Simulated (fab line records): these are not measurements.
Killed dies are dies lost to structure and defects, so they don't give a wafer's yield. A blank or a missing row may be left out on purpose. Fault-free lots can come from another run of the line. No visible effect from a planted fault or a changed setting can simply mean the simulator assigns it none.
Matching of chambers | flow nand harc | NHARC_A_STAIRCASE_DEP_325 on pecvd-03 has 3 sister chambers
The step deposits SiO2, target thk 7200 nm. 6 wafers are shown with their chamber, then 7 later ones without.

== WAFERS PAIRED WITH THEIR CHAMBERS ==
wafer  | chamber | heater power w (W) | heater power outer w (W)
L076.5 | 2       | 598                | 336
L080.5 | 2       | 599                | 337
L082.5 | 1       | 692                | 351
L082.6 | 0       | 641                | 371
L085.2 | 0       | 766                | 459
L085.3 | 1       | 688                | 360

== WAFERS WITHOUT THEIR CHAMBER ==
wafer  | heater power w (W) | heater power outer w (W)
L085.5 | 692                | 355
L090.1 | 714                | 417
L090.5 | 622                | 338
L090.6 | 698                | 364
L094.2 | 776                | 448
L094.4 | 608                | 341
L094.6 | 703                | 354

== THE CHAMBER EACH PASSED THROUGH ==
wafer  | from the rows above          | in truth
L085.5 | can't be placed: 1 or 0 or 2 | 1
L090.1 | can't be placed: 0 or 1      | 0
L090.5 | can't be placed: 2 or 1      | 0
L090.6 | can't be placed: 1 or 0 or 2 | 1
L094.2 | can't be placed: 0 or 1      | 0
L094.4 | can't be placed: 2 or 1      | 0
L094.6 | can't be placed: 1 or 0 or 2 | 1
0 of 7 placed correctly. Not placeable from these rows: 7 (in 5, the candidates include the true chamber). Placed wrongly: 0.
How it was worked out, from the rows above alone: a wafer's distance from a chamber is the root of the sum, over the readings, of the square of ((its reading less the chamber's mean) divided by the reading's scatter). If the next closest chamber is less than 2 further off than the closest, the wafer can't be placed; otherwise it belongs to the closest. Each chamber's mean is taken over the wafers shown for it. The scatter: the root of (the sum of the squares of (reading less its chamber's mean) over the shown wafers, divided by (wafers less chambers)).
